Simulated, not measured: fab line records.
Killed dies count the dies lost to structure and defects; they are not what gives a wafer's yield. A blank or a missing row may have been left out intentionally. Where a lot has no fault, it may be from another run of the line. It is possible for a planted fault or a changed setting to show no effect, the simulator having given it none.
Split-lot experiment | flow n5Finfet | 21 wafers read across 7 lots, on a route 1938 steps long

THE SPLIT
At N5_BEOL_M2_TRENCH_ETCH_37 (etches SiOC in C4F6/O2, target depth 55.555 nm, time 29.2 s), the setting sourceW was moved away from the recipe's 355 W on 3 of the 21 wafers read, by -13.8% to +16.8%. For the rest of the wafers, this setting stayed at what the recipe calls for.

The split's own step is where the reading is taken.

THE READING
rfVppV, in V, at N5_BEOL_M2_TRENCH_ETCH_37 (etches SiOC in C4F6/O2, target depth 55.555 nm, time 29.2 s). A value of 661 V with a standard deviation of 10 V is what fault-free wafers of this fab line usually give.

wafer  | tool, chamber at the split | sourceW as run, W | against the recipe | rfVppV, V | against lot-mates on the recipe
L078.1 | rieDiel-05, 2              | 355               | recipe             | 669       | -
L078.4 | rieDiel-05, 3              | 355               | recipe             | 651       | -
L078.6 | rieDiel-05, 3              | 355               | recipe             | 652       | -
L079.2 | rieDiel-05, 2              | 414.8             | +16.8%             | 618       | -46
L079.3 | rieDiel-05, 1              | 355               | recipe             | 659       | -
L079.5 | rieDiel-05, 2              | 355               | recipe             | 668       | -
L082.4 | rieDiel-02, 3              | 306               | -13.8%             | 722       | +70
L082.5 | rieDiel-02, 2              | 355               | recipe             | 649       | -
L082.6 | rieDiel-02, 0              | 355               | recipe             | 655       | -
L083.2 | rieDiel-02, 3              | 355               | recipe             | 667       | -
L083.4 | rieDiel-02, 0              | 402.7             | +13.4%             | 616       | -44
L083.6 | rieDiel-02, 0              | 355               | recipe             | 654       | -
L086.3 | rieDiel-05, 2              | 355               | recipe             | 669       | -
L086.5 | rieDiel-05, 2              | 355               | recipe             | 668       | -
L086.6 | rieDiel-05, 1              | 355               | recipe             | 658       | -
L093.1 | rieDiel-06, 3              | 355               | recipe             | 648       | -
L093.5 | rieDiel-06, 2              | 355               | recipe             | 688       | -
L093.6 | rieDiel-06, 3              | 355               | recipe             | 646       | -
L097.1 | rieDiel-05, 1              | 355               | recipe             | 656       | -
L097.5 | rieDiel-05, 0              | 355               | recipe             | 669       | -
L097.6 | rieDiel-05, 1              | 355               | recipe             | 656       | -

THE FIT
A straight line over all 21 wafers: rfVppV changes by -3.33 V for each +1% of sourceW; r = -0.87; the points scatter about the line by 11 V.
The same after taking each lot's own level away (the mean of its wafers on the recipe; 21 wafers): -3.61 V for each +1%; r = -0.89; scatter 11 V.
That fit puts the effect of the largest move of sourceW on the reading at 61 V.
From 652.0 to 665.0 V: that is the span of the lots' own levels, equal to 1.3 times the standard deviation above.
The two slopes agree, so the slope changes little with the lot-to-lot level.
Check: for one of the wafers moved furthest among these (+16.8%), held out of the fit, the line's prediction against its lot-mates is -69.8 V. Against them it came out at -45.5 V.
Tool readings at the split's step, against how far the setting was moved: rfVppV r = -0.87.

OTHER SPLITS APPLIED TO THESE WAFERS
Other splits were also applied to these wafers ahead of the reading. Each is held against what the fit with the lots' levels taken away leaves over:
other split on the same wafers  | wafers away from the commonest value | r with rfVppV (lot level and that fit taken away)
N5_BEOL_M1_ETCH_70 timeS        | 7                                    | -0.37
N5_BEOL_M1_TRENCH_ETCH_37 timeS | 10                                   | -0.18

THE FILE'S OWN FIT
rfVppV changes by -3.56 V for each +1% of sourceW, r = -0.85.
